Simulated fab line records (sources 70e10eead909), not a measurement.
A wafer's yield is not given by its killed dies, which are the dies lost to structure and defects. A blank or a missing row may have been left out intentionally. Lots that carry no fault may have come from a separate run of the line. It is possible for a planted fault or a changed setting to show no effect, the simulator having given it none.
Comparing a struck lot with a sound one || flow nand_harc || 15 steps out of a route of 1159
Sound: the wafers L570.2, L570.3, L570.4. Wafers L582.2, L582.4, L582.5 were the ones struck. The cause is given at the end.
Order at every step that has rows: each side's tool, ch and its chambers, its first start. Under that, the readings that differ: sound wafers || struck wafers || difference of the means || sigmas: that difference in standard deviations of wafers without a fault.
alike: words and numbers the same on both sides, and readings whose means are apart by under 2 such deviations; not compared: readings that were withheld, readings missing a value for some wafer, numbers with overlapping values and no deviation given by the record, and bounds like >300 which may hide the same value.
Wherever a step has rows on one side only, a row that says differs or no value, or a row with sigmas, the two part there. When numbers do not overlap yet have no deviation, they are printed without sigmas and do not part them. A reading that every wafer of one side lacks parts them only if that side has two wafers or more.

first, 1 step without rows for these wafers: NHARC_A_ONON_D1_DEP_03 (target thk 1000 nm).
NHARC_A_ONON_D1_THK_MEAS_05: measures by ellipsometry.
  sound on film_metro-02, day 7 17:56; struck on film_metro-01, day 10 18:44
  alike: thk_nm
following that, 1 step holds no rows for these wafers, namely NHARC_A_ONON_D1_DEP_06 (target thickness 1000 nm).
NHARC_A_ONON_D1_THK_MEAS_08: measures by ellipsometry.
  sound on film_metro-02, day 7 18:30; struck on film_metro-01, day 10 19:18
  alike: thk_nm
following that, 1 step holds no rows for these wafers, namely NHARC_A_ONON_D1_DEP_09 (target thickness 1000 nm).
NHARC_A_ONON_D1_THK_MEAS_11: measures by ellipsometry.
  sound on film_metro-01, day 7 19:04; struck on film_metro-01, day 10 19:52
  alike: thk_nm
following that, 1 step holds no rows for these wafers, namely NHARC_A_ONON_D1_DEP_12 (target thickness 1000 nm).
NHARC_A_ONON_D1_THK_MEAS_14: measures by ellipsometry.
  sound on film_metro-02, day 7 19:38; struck on film_metro-02, day 10 20:26
  alike: thk_nm
then, 2 steps without rows for these wafers: NHARC_A_ONON_D1_ANNEAL_15 (time 3600 s); NHARC_A_ONON_D1_DEP_16 (target thk 1000 nm).
NHARC_A_ONON_D1_THK_MEAS_18: measures by ellipsometry.
  sound on film_metro-01, day 8 03:43; struck on film_metro-01, day 11 04:46
  alike: thk_nm
NHARC_A_ONON_D1_DEP_19: target thk 1000 nm.
  sound on pecvd_onon-04 ch 0, day 8 03:49; struck on pecvd_onon-03 ch 0, day 11 04:53
  alike: nh3_flow_sccm
NHARC_A_ONON_D1_THK_MEAS_21: measures by ellipsometry.
  sound on film_metro-01, day 8 04:17; struck on film_metro-02, day 11 05:20
{"reading": "thk_nm (nm)", "sound": "997 999 997", "struck": "600 602 601", "difference": -397, "sigmas": -36}
following that, 1 step holds no rows for these wafers, namely NHARC_A_ONON_D1_DEP_22 (target thickness 1000 nm).
-- jump in the record: it breaks off in module A_ONON_D1 and resumes in module END (first step shown: number 1159 of the route), and 11 days separate the struck wafers' starts before and after --
NHARC_END_SORT_01:
  here the record holds rows for the struck wafers (prober-01 ch 0, day 22 06:49) but none for the sound ones

== WHERE THEY PART ==
First at NHARC_A_ONON_D1_THK_MEAS_21; last, within this record, at NHARC_END_SORT_01.

WHY: what had been put in by the simulator
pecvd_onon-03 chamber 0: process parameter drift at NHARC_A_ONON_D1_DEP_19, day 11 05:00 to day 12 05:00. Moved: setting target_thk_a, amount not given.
